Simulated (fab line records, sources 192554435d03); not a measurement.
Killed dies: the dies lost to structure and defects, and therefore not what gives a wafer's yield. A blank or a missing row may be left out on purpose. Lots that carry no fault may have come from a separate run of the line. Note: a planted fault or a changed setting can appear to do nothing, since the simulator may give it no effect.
Lot-split experiment    flow n5_finfet    on a route of 1938 steps: 7 lots, 21 wafers read

== SPLIT DETAILS ==
At N5_PASSIVATION_ETCH_59 (etches TaN in Cl2/BCl3, target depth 65 nm, time 34.9 s), the setting time_s was moved away from the recipe's 34.9 s on 7 of the 21 wafers read, by -21.8% to +12.4%. This setting was run at the recipe's value on the other wafers.

The reading comes from the split's own step.

== THE READING ==
etch.depth_nm (the simulator's own value, which no gauge read), in nm, at N5_PASSIVATION_ETCH_59 (etches TaN in Cl2/BCl3, target depth 65 nm, time 34.9 s). No usual value for it is given in the file. Here, 14 wafers ran the recipe; their average is 64.95 nm with a standard deviation of 1.3 nm.

wafer   tool, chamber at the split  time_s as run, s  against the recipe  etch.depth_nm, nm  against lot-mates on the recipe
L083.3  rie_metal-02, 1             34.9              recipe              62.42              -
L083.4  rie_metal-02, 0             34.9              recipe              65.52              -
L083.6  rie_metal-02, 0             29.59             -15.2%              55.26              -8.71
L090.1  rie_metal-02, 0             34.9              recipe              66.01              -
L090.2  rie_metal-02, 1             34.9              recipe              62.62              -
L090.6  rie_metal-02, 0             34.9              recipe              65.43              -
L091.2  rie_metal-03, 0             34.9              recipe              65.51              -
L091.4  rie_metal-03, 0             34.9              recipe              65.35              -
L091.5  rie_metal-03, 1             34.9              recipe              66.31              -
L089.2  rie_metal-03, 0             34.9              recipe              65.33              -
L089.5  rie_metal-03, 1             34.9              recipe              66.28              -
L089.6  rie_metal-03, 0             28.23             -19.1%              53.47              -12.34
L094.2  rie_metal-03, 1             34.9              recipe              65.75              -
L094.4  rie_metal-03, 0             34.9              recipe              64.94              -
L094.6  rie_metal-03, 1             39.22             +12.4%              74.1               +8.75
L092.1  rie_metal-01, 1             27.28             -21.8%              50.91              -14.11
L092.3  rie_metal-01, 1             34.9              recipe              65.02              -
L092.5  rie_metal-01, 1             27.28             -21.8%              50.92              -14.10
L097.1  rie_metal-02, 0             29.86             -14.4%              55.56              -7.19
L097.2  rie_metal-02, 1             34.9              recipe              62.75              -
L097.4  rie_metal-02, 1             29.86             -14.4%              53.54              -9.21

THE FIT
A straight line over all 21 wafers: etch.depth_nm changes by +0.66 nm for each +1% of time_s; r = +0.98; the points scatter about the line by 1.2 nm.
The same after taking each lot's own level away (the mean of its wafers on the recipe; 21 wafers): +0.633 nm for each +1%; r = +0.99; scatter 0.97 nm.
On that fit, the largest move of time_s shifts the reading by 14 nm.
From 62.750 to 65.805 nm: that is the span of the lots' own levels, equal to 2.4 times the standard deviation above.
Hence the lot-to-lot level has little effect on the slope; both slopes agree.
Check: -13.6 nm against its lot-mates is what the line predicts for one of the wafers moved furthest among these (-21.8%) when that wafer is left out of the fit. It came out at -14.1 nm against them.

== ADDITIONAL SPLITS CARRIED BY THESE WAFERS ==
Other splits were also applied to these wafers ahead of the reading. Each is held against what the fit with the lots' levels taken away leaves over:
other split on the same wafers       wafers away from the commonest value  r with etch.depth_nm (lot level and that fit taken away)
N5_BEOL_M13_COAT_04 spin_rpm         4                                     +0.11
N5_BEOL_M14_TRENCH_ETCH_34 bias_w    8                                     -0.05
N5_BEOL_M15_TRENCH_ETCH_34 bias_w    8                                     +0.06
N5_BEOL_M15_SPUTTER_43 time_s        5                                     -0.26
N5_PASSIVATION_VIA_ETCH_13 source_w  5                                     -0.11

== THE FILE'S OWN FIT ==
etch.depth_nm changes by +0.629 nm for each +1% of time_s, r = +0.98.
